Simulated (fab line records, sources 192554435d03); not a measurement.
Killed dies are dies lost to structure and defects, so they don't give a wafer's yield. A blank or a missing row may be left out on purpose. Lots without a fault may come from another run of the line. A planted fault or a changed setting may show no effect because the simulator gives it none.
Chamber matching | flow n5_finfet | N5_BEOL_M10_ALD_74 on ald_metal-03: 4 sister chambers
The step deposits TaN, target thk 2 nm, pulse time 2 s, purge time 3 s. 14 wafers are shown with their chamber, then 7 later ones without.

WAFERS WITH THEIR CHAMBER
wafer  | chamber | heater_power_w (W)
L076.1 | 3       | 358
L076.3 | 1       | 416
L076.4 | 2       | 452
L081.1 | 3       | 339
L081.3 | 0       | 451
L081.4 | 1       | 423
L082.2 | 3       | 351
L082.3 | 0       | 466
L082.4 | 2       | 448
L086.1 | 0       | 464
L086.4 | 2       | 452
L086.5 | 2       | 454
L095.2 | 1       | 406
L095.3 | 3       | 341

SIGNATURES (means of the wafers above)
reading        | chamber 0 | chamber 1 | chamber 2 | chamber 3 | scatter within a chamber
heater_power_w | 460.33    | 415.00    | 451.50    | 347.25    | 7.31
Rule: a wafer's distance from a chamber is the root of the sum, over the readings, of the square of ((its reading less the chamber's mean) divided by the reading's scatter). The wafer belongs to the nearest chamber; if the next one is less than 2 further off, it can't be placed. The scatter: the root of (the sum of the squares of (reading less its chamber's mean) over the shown wafers, divided by (wafers less chambers)).

WAFERS WITHOUT THEIR CHAMBER
wafer  | heater_power_w (W)
L095.6 | 400
L096.3 | 415
L096.4 | 421
L096.6 | 422
L097.3 | 398
L097.4 | 416
L097.5 | 418

WHICH CHAMBER EACH WENT THROUGH
wafer  | from the rows above | in truth
L095.6 | 1                   | 1
L096.3 | 1                   | 1
L096.4 | 1                   | 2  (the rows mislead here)
L096.6 | 1                   | 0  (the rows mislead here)
L097.3 | 1                   | 1
L097.4 | 1                   | 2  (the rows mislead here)
L097.5 | 1                   | 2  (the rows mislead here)
Placed correctly: 3 of 7. Can't be placed from these rows: 0. Placed wrongly: 4.
